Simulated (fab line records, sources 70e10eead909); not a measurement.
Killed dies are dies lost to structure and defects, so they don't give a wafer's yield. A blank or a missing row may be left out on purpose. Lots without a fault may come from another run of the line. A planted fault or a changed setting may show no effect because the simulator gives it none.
Chamber matching | flow nand_harc | NHARC_P_M0_ETCH_34 on rie_diel-09: 4 sister chambers
The step etches the open film in N2/H2, target depth 40 nm, overetch 12 nm, time 43.94 s. 4 wafers are shown with their chamber, then 7 later ones without.

WAFERS WITH THEIR CHAMBER
wafer  | chamber | drypump_motor_current_A (A)
L087.1 | 2       | 5.3
L087.2 | 0       | 6.2
L090.1 | 1       | 6.3
L090.2 | 3       | 5.0

WAFERS WITHOUT THEIR CHAMBER
wafer  | drypump_motor_current_A (A)
L090.6 | 6.3
L092.1 | 6.2
L092.2 | 5.3
L092.6 | 6.2
L091.4 | 5.3
L091.5 | 5.1
L091.6 | 5.3

WHICH CHAMBER EACH WENT THROUGH
wafer  | from the rows above | in truth
L090.6 | 1                   | 1
L092.1 | 0                   | 0
L092.2 | 2                   | 2
L092.6 | 0                   | 0
L091.4 | 2                   | 2
L091.5 | 3                   | 3
L091.6 | 2                   | 2
Placed correctly: 7 of 7. Can't be placed from these rows: 0. Placed wrongly: 0.
How it was worked out, from the rows above alone: a wafer's distance from a chamber is the root of the sum, over the readings, of the square of ((its reading less the chamber's mean) divided by the reading's scatter). The wafer belongs to the nearest chamber; if the next one is less than 2 further off, it can't be placed. A chamber's mean is the mean of its shown wafers. The scatter: with one shown wafer a chamber, the root of the mean of the squares of how far each hidden wafer lies from its nearest shown one.
